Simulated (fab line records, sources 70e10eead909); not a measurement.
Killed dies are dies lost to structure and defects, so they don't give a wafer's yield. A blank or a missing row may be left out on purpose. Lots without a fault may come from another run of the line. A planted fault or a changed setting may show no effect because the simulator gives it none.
fab line records | flow nand_harc | part 2 of 2: steps 20 to 27 of 27
record lots=5 wafers=15 last_day=33
route steps=1302 shown A_CONTACT@1079
lots that met no fault: from a run of the same line without faults
start_h: hours from the record's first day to the start of the lot's first wafer shown | wait_h: hours since the lot's step before | " the same as in the row above | L1.1+2: a row that stands for several wafers | - no value, or no start given | * or withheld: withheld | < > ~ a bound
route shown NAME@n: a module of which the file shows steps, and the number in the route of the first | usual: mean/standard deviation of fault-free wafers | same: alike in all rows | chamber/n: place in a boat | sites: the reading at each site | _std_site: their standard deviation | _edge_site: outer sites' mean less inner sites' | radius_mm: how far each site lies from the wafer's centre | mask NAME#n: copy n | behind: the tool/chamber that last shaped the wafer | hold: why the lot was held/for how many hours/how that ended | device: the transistor (n, p or np) that didn't switch | end of line: the same wafers' tests at the end of the route | a step without rows: its recipe alone | killed: dies lost to structure and defects at the first sort, not the wafer's yield | map: a wafer's dies, x killed, . not, _ none there
set.NAME: the setting as run; set.NAME@STEP: as run at that earlier step | model.NAME: the simulator's own value behind a step, which no gauge read
lots at some steps of the route; a table a step, a row a wafer
services: from which hour (start_h, from the record's first day; less than 0 if before it) a tool's chamber was out of use, for how many hours, and why
## steps
# step NHARC_A_CONTACT_ETCH_110
# recipe target_depth_a=600 overetch_a=60 time_s=33 ion_energy_ev=100 cf4_flow_sccm=80 o2_flow_sccm=20 ar_flow_sccm=0 rf_w=300 bias_w=100 chemistry=CF4/O2
# usual drypump_motor_current_A=5.7/0.39 oes_product_au=1.002/0.0094 rf_vpp_V=197.4/1.1 showerhead_plenum_p_Torr=1.31/0.034 throttle_valve_pct=13.397/0.0092
# columns lot.wafer tool chamber start_h wait_h drypump_motor_current_A oes_product_au rf_hours_counter_h rf_vpp_V showerhead_plenum_p_Torr throttle_valve_pct
L079.3 rie_diel-02 2 563.53 0.1 5.7 0.992 51 197.9 1.29 13.404
L079.2 " 3 " " 5.3 1.000 49 199.6 1.37 13.390
L079.6 " 1 " " 5.6 1.007 - 197.0 1.26 13.404
L083.4 rie_diel-03 2 613.67 0.1 6.3 1.015 30 197.2 1.29 13.392
L083.3 " 1 " " 5.6 1.021 28 198.2 1.30 13.398
L083.5 " 2 " " 6.3 1.014 - 196.2 1.29 13.391
L087.4 rie_diel-03 1 659.51 0.1 5.7 0.999 4 196.2 1.30 13.406
L087.3 " 2 " " 6.3 1.015 3 195.2 1.28 13.392
L087.2 " 0 " " 5.4 0.988 4 197.5 1.32 13.408
L093.3 rie_diel-03 2 694.87 0.1 6.3 1.012 10 199.2 1.28 13.398
L093.2 " 1 " " 5.6 0.991 12 196.8 1.30 13.391
L093.5 " 2 " " 6.3 1.022 - 198.6 1.28 13.388
L096.1 rie_diel-02 0 745.33 0.1 6.1 0.991 54 198.2 1.39 13.403
L096.3 " 2 " " 5.8 1.005 54 196.0 1.28 13.406
L096.5 " 0 " " 6.1 0.996 - 199.6 1.39 13.363
# step NHARC_A_CONTACT_STRIP_26
# recipe o2_flow_sccm=500 ar_flow_sccm=0 bias_w=0 chemistry=O2
# usual drypump_motor_current_A=5.7/0.37 oes_product_au=1.003/0.009 rf_vpp_V=57.8/0.87 showerhead_plenum_p_Torr=3.47/0.082 throttle_valve_pct=17.036/0.009
# columns lot.wafer tool chamber start_h wait_h drypump_motor_current_A oes_product_au rf_hours_counter_h rf_vpp_V showerhead_plenum_p_Torr throttle_valve_pct
L079.2 rie_diel-02 0 - - 6.1 1.005 55 58.8 3.71 17.025
L079.3 " 2 " " 5.8 1.002 51 56.4 3.42 17.046
L079.6 " 3 " " 5.3 1.004 - 57.5 3.63 17.037
L083.3 rie_diel-03 1 - - 5.6 1.015 28 58.0 3.44 17.045
L083.4 " 2 " " 6.3 1.020 30 56.1 3.40 17.041
L083.5 " 0 " " 5.4 0.994 - 58.1 3.49 17.036
L087.2 rie_diel-03 1 - - 5.7 1.005 4 57.0 3.43 17.024
L087.3 " 2 " " 6.4 1.019 3 56.6 3.40 17.036
L087.4 " 3 " " 5.3 1.005 3 57.7 3.49 17.025
L093.3 rie_diel-03 1 - - 5.6 0.996 12 56.4 3.43 17.047
L093.2 " 2 " " 6.3 1.016 10 57.9 3.40 17.041
L093.5 " 2 " " 6.4 1.017 - 57.2 3.40 17.044
L096.3 rie_diel-02 2 - - 5.8 0.997 54 58.5 3.39 17.030
L096.1 " 0 " " 6.1 0.995 54 58.5 3.68 17.023
L096.5 " 3 " " 5.3 1.004 - 57.9 3.60 17.043
# step NHARC_A_CONTACT_STRIP_27
# recipe time_s=600 temp_c=30 chemistry=post_etch_residue_remover
# columns lot.wafer tool chamber start_h wait_h
L079.6+2+3 wet_bench-07 1,2,5 563.93 -
L083.4+3+5 wet_bench-07 7,0,2 614.07 -
L087.4+2+3 wet_bench-07 4,6,7 659.91 -
L093.5+2+3 wet_bench-02 7,0,1 695.26 -
L096.3+5+1 wet_bench-02 6,0,3 745.77 -
# step NHARC_A_CONTACT_ALD_18
# recipe target_thk_a=30 pulse_time_s=1 ald_cycles=150 temp_c=450 material=TiN
# usual heater_power_w=1101/97 precursor_pulse_height_rel=1.003/0.018
# columns lot.wafer tool chamber start_h wait_h heater_power_w precursor_pulse_height_rel since_wet_clean_h
L079.3 ald_metal-04 2 564.23 - 1025 0.995 80
L079.2 " 3 " " 1043 0.989 80
L079.6 " 3 " " 1049 1.007 -
L083.4 ald_metal-04 1 614.36 - 1061 0.986 130
L083.3 " 3 " " 1028 0.977 130
L083.5 " 1 " " 1051 1.028 -
L087.4 ald_metal-03 3 660.18 - 961 0.977 82
L087.3 " 0 " " 1202 1.004 82
L087.2 " 2 " " 1208 1.036 82
L093.3 ald_metal-04 3 695.54 - 1026 1.002 34
L093.2 " 1 " " 1071 0.994 34
L093.5 " 2 " " 1031 0.990 -
L096.1 ald_metal-04 1 746.04 - 1061 1.015 84
L096.3 " 2 " " 1037 1.001 84
L096.5 " 1 " " 1059 1.033 -
# step NHARC_A_CONTACT_CVD_19
# recipe target_thk_a=3000 temp_c=300 pressure_torr=40 wf6_flow_sccm=40 h2_flow_sccm=1600 ar_flow_sccm=1560 time_s=802 material=W
# usual heater_power_w=471/39 mfc_h2_sccm=1599/4.5 throttle_valve_pct=7.99/0.25
# columns lot.wafer tool chamber start_h wait_h heater_power_w mfc_h2_sccm since_wet_clean_h throttle_valve_pct
L079.2 cvd_w-01 1 - - 539 1605 5 7.76
L079.3 " 0 " " 451 1601 - 7.89
L079.6 " 1 " " 527 1607 - 7.83
L083.4 cvd_w-01 0 - - 442 1603 - 7.90
L083.3 " 1 " " 514 1598 - 7.99
L083.5 " 0 " " 445 1604 - 7.91
L087.2 cvd_w-02 0 - - 495 1602 16 7.93
L087.4 " 0 " " 500 1599 - 8.24
L087.3 " 1 " " 421 1607 - 7.91
L093.2 cvd_w-02 1 - - 426 1607 52 8.29
L093.3 " 0 " " 498 1600 - 8.02
L093.5 " 0 " " 503 1603 - 8.01
L096.1 cvd_w-02 0 - - 493 1604 102 8.34
L096.3 " 1 " " 418 1598 - 8.49
L096.5 " 1 " " 429 1602 - 8.21
# step NHARC_A_CONTACT_CMP_20
# recipe t_overpolish_s=30 target_thk_nm=300
# usual motor_current_A=11.3/1.2 overpolish_run_s=30.001/0.0096 time_to_endpoint_s=59.6/2.9
# columns lot.wafer tool chamber start_h wait_h motor_current_A overpolish_run_s time_to_endpoint_s
L079.3 cmp-02 2 565.33 0.4 11.6 30.005 56.9
L079.2 " 0 " " 13.7 30.012 63.8
L079.6 " 3 " " 13.5 29.993 62.9
L083.3 cmp-02 1 615.48 0.4 10.9 30.033 61.6
L083.4 " 2 " " 11.5 30.011 56.9
L083.5 " 0 " " 13.6 30.010 64.8
L087.4 cmp-04 1 661.26 0.5 11.7 29.999 54.8
L087.3 " 3 " " 11.5 30.007 58.2
L087.2 " 0 " " 9.9 30.005 57.7
L093.3 cmp-03 1 696.63 0.5 10.9 30.006 56.3
L093.2 " 2 " " 11.3 30.010 58.3
L093.5 " 1 " " 12.1 29.997 57.4
L096.3 cmp-02 2 747.20 0.4 11.5 30.003 57.0
L096.1 " 3 " " 13.3 29.999 62.7
L096.5 " 1 " " 10.6 30.002 60.9
# step NHARC_A_CONTACT_SRD_22
# columns lot.wafer tool chamber start_h wait_h
L079.3+2+6 wet_bench-07 6,7,0 565.68 0.1
L083.4+3+5 wet_bench-07 2,3,4 615.80 0.1
L087.3+4+2 wet_bench-02 3,7,0 661.58 0.0
L093.2+5+3 wet_bench-07 7,1,2 696.93 0.0
L096.5+1+3 wet_bench-01 6,0,2 747.51 0.0
# step NHARC_A_CONTACT_INSPECT_23
# usual raw_defect_count=506/120
# columns lot.wafer tool chamber start_h wait_h raw_defect_count
L079.2 defect_inspect-01 - 565.76 0.1 393
L079.3 " - " " 500
L079.6 " - " " 359
L083.3 defect_inspect-02 - 615.89 0.1 387
L083.4 " - " " 413
L083.5 " - " " 462
L087.2 defect_inspect-02 - 661.66 0.1 556
L087.3 " - " " 566
L087.4 " - " " 610
L093.2 defect_inspect-01 - 697.01 0.1 645
L093.3 " - " " 456
L093.5 " - " " 569
L096.1 defect_inspect-02 - 747.58 0.1 498
L096.3 " - " " 509
L096.5 " - " " 424
## services
# columns tool chamber start_h hours kind
rie_diel-02 - 570.88 9.0 pm
wet_bench-02 - 596.00 8.0 pm
cmp-02 - 607.66 2.5 repair
wet_bench-02 - 614.65 3.6 repair
rie_diel-03 2 622.41 1.5 repair
rie_diel-12 - 622.96 9.0 pm
cmp-02 - 624.55 4.0 pm
cvd_w-02 - 631.24 13.0 pm
rie_diel-03 - 635.32 9.0 pm
ald_metal-04 - 652.00 10.0 pm
cmp-02 - 658.94 6.2 repair
rie_diel-03 - 660.49 0.7 repair
cmp-02 - 668.88 3.5 repair
cmp-02 - 679.44 2.5 repair
rie_diel-12 0 679.56 14.0 repair
wet_bench-07 - 688.00 8.0 pm
rie_diel-03 0 698.57 9.7 repair
wet_bench-02 - 701.04 3.7 repair
cmp-02 - 701.37 1.2 repair
rie_diel-03 2 712.15 28.9 repair
rie_diel-03 3 719.20 1.4 repair
ald_metal-04 0 734.85 25.8 repair
rie_diel-03 1 737.83 9.3 repair
rie_diel-02 1 744.31 4.3 repair
